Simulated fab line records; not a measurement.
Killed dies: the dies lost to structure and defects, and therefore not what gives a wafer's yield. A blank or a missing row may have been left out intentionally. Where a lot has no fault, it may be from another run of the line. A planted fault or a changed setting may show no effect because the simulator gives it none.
fab line records	flow n5Finfet
record: lots: 7	wafers: 39
route steps=1938 shown STI_FIN_REVEAL@190 DUMMY_GATE@228 SD_EPI_P@300 HKMG_FIN@413 GATE_CUT@469 MOL_CONTACT_COAG@615 BEOL_M4@1111
startH: hours from the record's first day to the start of the lot's first wafer shown	waitH: hours since the lot's step before	" as in the row above	L1.1+2: a single row standing in for several wafers	- either no value or no given start	* or withheld: withheld	< > ~ a bound
route shown NAME@n: names a module that has steps shown in the file, with the first one's number in the route	usual: the fault-free wafers' mean and standard deviation	same: alike in all rows	chamber/n: place in a boat	sites: per-site readings	_std_site: standard deviation of those values	_edge_site: mean of outer sites minus mean of inner sites	radiusMm: how far each site lies from the wafer's centre	mask NAME#n: copy n	behind: tool/chamber where the wafer was last shaped	hold: the reason the lot was held/the length of the hold in hours/how it ended	device: the n, p or np transistor that did not switch	end of line: the tests these same wafers got at the end of their route	a step given without rows: its recipe and nothing more	killed: dies lost to structure and defects at the first sort, not the wafer's yield	map: a wafer's dies, x killed, . not, _ none there
set.NAME: the setting that was run; set.NAME@STEP: the one run at that earlier step	model.NAME: the simulator's own value behind a step, which no gauge read
lots with deliberately changed settings; one table per step, one row per wafer
== steps ==
step: N5_STI_FIN_REVEAL_ETCHBACK_08
recipe: chemistry: C4F6/O2	target: SiO2	targetDepthA: 305	timeS: 10.167	ionEnergyEv: 250	pressureMtorr: 30	sourceW: 345	biasW: 185	Ar_flow_sccm: 300	C4F6_flow_sccm: 10	O2_flow_sccm: 10
step: N5_STI_FIN_REVEAL_OXIDATION_33
recipe: chemistry: O2_PLASMA_REMOTE	tempC: 150	timeS: 20	pressureMtorr: 1000	sourcePowerW: 2000	o2FlowSccm: 3000
step: N5_DUMMY_GATE_EXPOSE_12
recipe: maskId: GATE	na: 0.33	sourceShape: annular	sigmaInner: 0.2	sigmaOuter: 0.6	polarization: unpolarized	targetCdNm: 25	doseMj: 34
step: N5_DUMMY_GATE_ETCH_32
recipe: chemistry: CF4	target: SiO2	targetDepthA: 35	timeS: 3.9	ionEnergyEv: 350	pressureMtorr: 10	icpW: 800	biasW: 400	cf4FlowSccm: 80
step: N5_DUMMY_GATE_ETCH_42
recipe: chemistry: CHF3/O2	target: SiO2	targetDepthA: 35	timeS: 31	ionEnergyEv: 30	biasW: 12	pressureMtorr: 30	sourceW: 600	Ar_flow_sccm: 200	CHF3_flow_sccm: 50	O2_flow_sccm: 5
step: N5_SD_EPI_P_EXPOSE_06
recipe: maskId: SD_P_BLK	na: 1.35	sourceShape: conventional	sigmaOuter: 0.8	polarization: unpolarized	targetCdNm: 240	doseMj: 39.5
step: N5_HKMG_FIN_CVD_62
recipe: material: a-Si	targetThkA: 30	tempC: 500	precursor: Si2H6	pressureTorr: 1	timeS: 20.8
step: N5_GATE_CUT_ETCH_58
recipe: chemistry: CH3F/O2	target: SiNx	targetDepthA: 170	timeS: 128.6	ionEnergyEv: 50	pressureMtorr: 30	sourceW: 415	biasW: 21	Ar_flow_sccm: 150	CH3F_flow_sccm: 30	O2_flow_sccm: 20
step: N5_MOL_CONTACT_COAG_VIA_ETCH_117
recipe: chemistry: C4F6/O2	targetDepthA: 400	overetchA: 80	maskMaterial: SOC	target: SiO2	biasW: 455	pressureMtorr: 10	timeS: 26	sourceW: 325	Ar_flow_sccm: 300	C4F6_flow_sccm: 10	O2_flow_sccm: 10	ionEnergyEv: 575.3	ends: endPoint
step: N5_BEOL_M4_RC_MEAS_101
usual: DIBL_N: 36.9/1.7	DIBL_P: 36.7/2.1	SS_P: 73.4/0.67
lot.wafer	tool	chamber	startH	waitH	set.timeS@STI_FIN_REVEAL_ETCHBACK_08	set.timeS@STI_FIN_REVEAL_OXIDATION_33	set.doseMj@DUMMY_GATE_EXPOSE_12	set.timeS@DUMMY_GATE_ETCH_32	set.biasW@DUMMY_GATE_ETCH_42	set.doseMj@SD_EPI_P_EXPOSE_06	set.tempC@HKMG_FIN_CVD_62	set.timeS@GATE_CUT_ETCH_58	set.targetDepthA@MOL_CONTACT_COAG_VIA_ETCH_117	DIBL_N[mV/V]	DIBL_P[mV/V]	SS_P[mV/dec]
L076.1	prober-02	0	185.74	0.0	10.167	20	34	4.25	12	39.5	500	116.2	400	37.0	35.6	73.3
L076.2	"	0	"	"	10.167	20	36.27	4.25	10.53	41.76	500	128.6	400	41.2	40.1	74.4
L076.3	"	0	"	"	9.858	25.25	34	4.25	12	39.5	500	128.6	400	35.1	33.6	73.6
L076.4	"	0	"	"	9.858	25.25	36.27	3.9	12	41.76	500	128.6	440.9	40.7	40.6	74.2
L076.5	"	0	"	"	9.858	20	36.27	3.9	10.53	39.5	500	116.2	440.9	40.4	40.3	74.6
L076.6	"	0	"	"	10.167	25.25	34	3.9	10.53	41.76	500	116.2	440.9	36.9	34.3	73.2
L078.1	prober-02	0	195.39	0.0	9.603	20	34	3.9	12	42.19	500	119.1	372.9	38.0	38.8	74.5
L078.2	"	0	"	"	9.603	20	31.98	3.9	12	42.19	486.2	119.1	400	35.6	34.7	72.8
L078.3	"	0	"	"	10.167	20	34	4.302	12	39.5	486.2	128.6	372.9	37.8	36.9	73.2
L078.4	"	0	"	"	10.167	20	34	4.302	12	42.19	500	128.6	400	40.4	42.5	75.5
L078.5	"	0	"	"	10.167	20	31.98	3.9	12	39.5	486.2	128.6	400	33.7	34.2	72.4
L078.6	"	0	"	"	9.603	20	31.98	4.302	12	39.5	500	119.1	372.9	37.9	34.7	72.8
L079.2	prober-02	0	197.49	0.2	10.167	20	34	3.9	12	39.5	500	128.6	400	37.2	39.1	74.4
L079.4	"	0	"	"	10.167	20	34	3.9	12	39.5	500	128.6	400	35.7	36.3	72.8
L079.6	"	0	"	"	10.167	20	34	3.9	12	39.5	500	128.6	400	37.3	39.3	73.7
L086.1	prober-01	0	240.87	0.0	10.167	20	34.77	4.724	13.04	38.14	500	128.6	400	39.1	40.1	73.9
L086.2	"	0	"	"	10.167	25.39	34.77	3.9	13.04	39.5	500	98.03	400	35.6	37.4	73.9
L086.3	"	0	"	"	10.167	25.39	34	4.724	13.04	39.5	500	98.03	400	35.4	35.6	73.5
L086.4	"	0	"	"	10.167	25.39	34	4.724	12	38.14	500	128.6	400	35.6	36.7	72.2
L086.5	"	0	"	"	10.167	20	34	3.9	12	39.5	500	128.6	400	34.6	35.9	72.9
L086.6	"	0	"	"	10.167	20	34.77	3.9	12	38.14	500	98.03	400	39.6	40.4	74.1
L084.1	prober-01	0	248.61	0.0	9.637	22.69	34	3.9	12	37.33	518.1	154.4	416.2	39.0	38.4	74.1
L084.2	"	0	"	"	9.637	20	34	4.302	12	39.5	500	128.6	400	40.1	37.8	73.6
L084.3	"	0	"	"	10.167	22.69	35.83	4.302	12	37.33	500	128.6	400	43.5	44.4	76.4
L084.4	"	0	"	"	10.167	22.69	34	3.9	12	39.5	500	154.4	416.2	36.8	35.8	73.7
L084.5	"	0	"	"	9.637	20	35.83	4.302	12	37.33	518.1	154.4	400	44.9	44.5	75.8
L084.6	"	0	"	"	10.167	20	35.83	3.9	12	39.5	518.1	128.6	416.2	41.4	41.0	75.5
L096.1	prober-02	0	295.20	0.0	10.167	14.51	34	3.9	9.952	37.48	490.1	128.6	400	38.5	40.0	74.7
L096.2	"	0	"	"	10.167	14.51	34	3.186	12	37.48	490.1	142.3	400	39.8	41.5	74.5
L096.3	"	0	"	"	10.49	14.51	36.23	3.9	12	39.5	500	142.3	400	43.8	46.0	77.0
L096.4	"	0	"	"	10.49	20	34	3.186	9.952	39.5	500	142.3	441.1	34.6	34.7	73.1
L096.5	"	0	"	"	10.49	20	36.23	3.9	12	39.5	490.1	128.6	441.1	41.3	42.7	74.7
L096.6	"	0	"	"	10.167	20	36.23	3.186	9.952	37.48	500	128.6	441.1	41.2	42.8	75.6
L097.1	prober-01	0	311.87	0.0	10.167	20	36.72	3.9	12	39.5	500	128.6	400	42.6	43.9	75.1
L097.2	"	0	"	"	10.167	20	34	4.407	12	38.23	500	128.6	400	39.1	38.7	73.7
L097.3	"	0	"	"	10.167	20	34	4.407	12	39.5	483.2	128.6	430.3	38.3	38.1	73.3
L097.4	"	0	"	"	10.82	20	36.72	4.407	12	38.23	500	128.6	430.3	42.7	43.3	75.4
L097.5	"	0	"	"	10.82	20	34	3.9	12	39.5	483.2	128.6	400	37.3	36.9	73.7
L097.6	"	0	"	"	10.82	20	36.72	3.9	12	38.23	483.2	128.6	430.3	43.3	44.5	75.0
== key ==
split: step: N5_STI_FIN_REVEAL_ETCHBACK_08	setting: timeS	statedAs: 10.167
response none clear
split: step: N5_STI_FIN_REVEAL_OXIDATION_33	setting: timeS	statedAs: 20
response none clear
split: step: N5_DUMMY_GATE_EXPOSE_12	setting: doseMj	statedAs: 34
response: step: N5_BEOL_M4_RC_MEAS_101	reading: DIBL_P	slope: +0.852	per: 1%	togetherWith: all	explained: 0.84
response: step: N5_BEOL_M4_RC_MEAS_101	reading: DIBL_N	slope: +0.651	per: 1%	togetherWith: all	explained: 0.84
response: step: N5_BEOL_M4_RC_MEAS_101	reading: SS_P	slope: +0.22	per: 1%	togetherWith: all	explained: 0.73
split: step: N5_DUMMY_GATE_ETCH_32	setting: timeS	statedAs: 3.9
response none clear
split: step: N5_DUMMY_GATE_ETCH_42	setting: biasW	statedAs: 12
response none clear
split: step: N5_SD_EPI_P_EXPOSE_06	setting: doseMj	statedAs: 39.5
response none clear
split: step: N5_HKMG_FIN_CVD_62	setting: tempC	statedAs: 500
response none clear
split: step: N5_GATE_CUT_ETCH_58	setting: timeS	statedAs: 128.6
response none clear
split: step: N5_MOL_CONTACT_COAG_VIA_ETCH_117	setting: targetDepthA	statedAs: 400
response none clear
